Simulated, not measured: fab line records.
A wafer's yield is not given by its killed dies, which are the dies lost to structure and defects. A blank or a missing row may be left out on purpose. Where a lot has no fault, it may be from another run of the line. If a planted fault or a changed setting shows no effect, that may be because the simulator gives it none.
Matching of chambers | flow nandHarc | 3 sister chambers for NHARC_A_CONTACT_DEP_85 on pecvd-01
The step deposits SiON, target thk 50 nm. 6 wafers are shown with their chamber, then 9 later ones without.

## EACH WAFER AND ITS CHAMBER
wafer  | chamber | heaterPowerW (W) | showerheadVppV (V)
L076.1 | 0       | 792              | 1120
L076.2 | 2       | 861              | 1132
L076.5 | 1       | 659              | 1154
L084.1 | 0       | 736              | 1106
L084.4 | 2       | 890              | 1129
L084.5 | 1       | 625              | 1146

## WAFERS MISSING THEIR CHAMBER
wafer  | heaterPowerW (W) | showerheadVppV (V)
L081.1 | 852              | 1153
L081.3 | 733              | 1110
L081.6 | 727              | 1113
L087.3 | 731              | 1120
L087.5 | 730              | 1122
L087.6 | 812              | 1144
L095.2 | 808              | 1141
L095.4 | 741              | 1115
L095.6 | 777              | 1111

## CHAMBER TAKEN BY EACH
wafer  | from the rows above     | in truth
L081.1 | 2                       | 2
L081.3 | 0                       | 0
L081.6 | 0                       | 0
L087.3 | 0                       | 0
L087.5 | 0                       | 0
L087.6 | can't be placed: 2 or 0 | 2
L095.2 | can't be placed: 2 or 0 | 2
L095.4 | 0                       | 0
L095.6 | 0                       | 0
7 of 9 placed correctly. Unplaceable from these rows: 2, with the true chamber sitting among the candidates in 2. Number placed wrongly: 0.
How it was worked out, from the rows above alone: a wafer's distance from a chamber is the root of the sum, over the readings, of the square of ((its reading less the chamber's mean) divided by the reading's scatter). If the next closest chamber is less than 2 further off than the closest, the wafer can't be placed; otherwise it belongs to the closest. The mean given for a chamber averages the wafers shown for that chamber. The scatter: the root of (the sum of the squares of (reading less its chamber's mean) over the shown wafers, divided by (wafers less chambers)).
